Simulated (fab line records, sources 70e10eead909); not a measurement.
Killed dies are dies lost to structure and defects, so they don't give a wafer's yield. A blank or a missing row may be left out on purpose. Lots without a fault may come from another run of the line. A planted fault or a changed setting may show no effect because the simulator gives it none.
Problem report in the 8D (eight disciplines) form, filled by code | flow nand_harc | the parts of the form that need people (team, actions taken, sign-off) are left out

1. THE PROBLEM
killed_at_other at NHARC_END_SORT_01 reads a mean of 625 on 3 wafers of 2 lots; wafers without a fault read 1 with a standard deviation of 1.2. That is +99 or more standard deviations from the usual mean.
First seen on wafer L533.3, day 30 02:10, on prober-01. The record holds 18 wafers of 6 lots with a number at this step. Rule for "out", or "out of limits": more than 4 standard deviations from the usual mean. The other wafers with a number count as sound.

2. WHAT IT IS AND WHAT IT IS NOT
question                    | is                                                                                                                  | is not
which readings at this step | killed_at_other, defect_limited_yield, killed_dies, sort_bin_2_pct, sort_n_pass, sort_rim_yield_pct, sort_yield_pct | killed_at_array, killed_open, killed_short, sort_bin_3_pct
which lots                  | L532, L533                                                                                                          | L522, L523, L527, L534
which wafers of those lots  | L532.3, L532.4, L533.3                                                                                              | L532.6, L533.2, L533.6
read on which gauges        | prober-01                                                                                                           | prober-02
when                        | from day 30 02:10                                                                                                   | up to then (11 sound wafers); but 4 sound wafers of L532, L533, L534 came after

3. SUSPECTS, AND WHAT RULES EACH OUT
Counting: a tool at a process step up to the reading stays a suspect if it ran every lot that is out. Sound lots after the first of them don't rule it out here, since some wafers of a struck lot are sound.
- the gauge at NHARC_END_SORT_01: kept. All the wafers that are out were read on prober-01, and no step on other tools shows them out.
- pecvd-02 at NHARC_THIN_TSV_DEP_43 (deposits SiO2, target thk 1328.5 nm): kept. It ran every lot that is out, first L533 (day 29 08:46); its last sound lot up to then is L527 (day 27 06:55).
Left after counting: pecvd-02 at NHARC_THIN_TSV_DEP_43, prober-01 at NHARC_END_SORT_01.

4. THE CAUSE (what the simulator had put in)
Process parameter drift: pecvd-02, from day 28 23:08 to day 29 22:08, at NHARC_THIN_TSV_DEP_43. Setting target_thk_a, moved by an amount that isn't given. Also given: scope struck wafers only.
Counting left 2 suspects, and this tool is among them.

5. THE CHAIN OF EFFECTS, in route order
Each row: a reading whose mean over the struck wafers that have a number lies more than 3 standard deviations from the usual. Only readings for which the record gives a usual standard deviation are gone through. hours: the time from each lot's start at the first step in this table that gives one to its start at this step, as a median over the lots. sigmas: the change in usual standard deviations.
hours | step              | reading              | usual  | on struck wafers | change | sigmas
0     | NHARC_END_SORT_01 | defect_limited_yield | 91.5 % | 0.2              | -91.3  | -31
0     | NHARC_END_SORT_01 | killed_at_other      | 1      | 625              | +624   | +99 or more
0     | NHARC_END_SORT_01 | killed_dies          | 58     | 676              | +618   | +31
0     | NHARC_END_SORT_01 | sort_bin_2_pct       | 3.1 %  | 95.1             | +92.0  | +71
0     | NHARC_END_SORT_01 | sort_n_pass          | 619    | 1                | -618   | -31
0     | NHARC_END_SORT_01 | sort_rim_yield_pct   | 92 %   | 0                | -92    | -23
0     | NHARC_END_SORT_01 | sort_yield_pct       | 91.5 % | 0.2              | -91.3  | -31

6. WHAT WOULD HAVE CAUGHT IT SOONER
In this record the first reading out of limits at a measuring or inspecting step was taken at day 30 02:10, 27 hours after the fault began at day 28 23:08.
Of the tool readings at NHARC_THIN_TSV_DEP_43 for which the record gives a usual standard deviation, none was out on any struck wafer, so an alarm limit of 4 standard deviations on them would not have fired.
All the lots that are out (2) had begun NHARC_THIN_TSV_DEP_43 on pecvd-02 by day 30 02:10. A hold on the tool at that time would have spared none of them.
